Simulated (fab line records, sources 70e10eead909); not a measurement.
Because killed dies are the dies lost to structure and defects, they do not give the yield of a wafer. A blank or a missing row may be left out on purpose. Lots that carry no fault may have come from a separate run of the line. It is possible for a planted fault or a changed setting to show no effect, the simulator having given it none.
Chamber matching | flow nand harc | pecvd-01 running NHARC_A_STAIRCASE_DEP_301: 3 sister chambers
The step deposits SiON, target thk 30 nm. 6 wafers are shown with their chamber, then 12 later ones without.

== WAFERS, EACH WITH ITS CHAMBER ==
wafer  | chamber | heater power w (W)
L090.2 | 2       | 706
L090.3 | 0       | 848
L090.5 | 0       | 836
L089.1 | 1       | 685
L089.3 | 2       | 692
L089.6 | 1       | 687

== WAFERS MISSING THEIR CHAMBER ==
wafer  | heater power w (W)
L091.1 | 617
L091.2 | 601
L091.3 | 723
L094.2 | 692
L094.4 | 686
L094.5 | 758
L095.3 | 799
L095.4 | 775
L095.5 | 650
L093.1 | 856
L093.3 | 583
L093.6 | 858

== WHICH CHAMBER EACH WENT THROUGH ==
wafer  | from the rows above     | in truth
L091.1 | can't be placed: 1 or 2 | 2
L091.2 | can't be placed: 1 or 2 | 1
L091.3 | can't be placed: 2 or 1 | 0
L094.2 | can't be placed: 1 or 2 | 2
L094.4 | can't be placed: 1 or 2 | 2
L094.5 | can't be placed: 2 or 1 | 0
L095.3 | 0                       | 0
L095.4 | can't be placed: 0 or 2 | 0
L095.5 | can't be placed: 1 or 2 | 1
L093.1 | 0                       | 0
L093.3 | can't be placed: 1 or 2 | 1
L093.6 | 0                       | 0
Correctly placed: 3 of 12. Not placeable from these rows: 9 (in 7, the candidates include the true chamber). 0 placed wrongly.
How it was worked out, from the rows above alone: a wafer's distance from a chamber is the root of the sum, over the readings, of the square of ((its reading less the chamber's mean) divided by the reading's scatter). If the next closest chamber is less than 2 further off than the closest, the wafer can't be placed; otherwise it belongs to the closest. Each chamber's mean is taken over the wafers shown for it. The scatter: take each reading less its chamber's mean, square it, sum over the shown wafers, divide by the number of wafers less the number of chambers, and take the root.
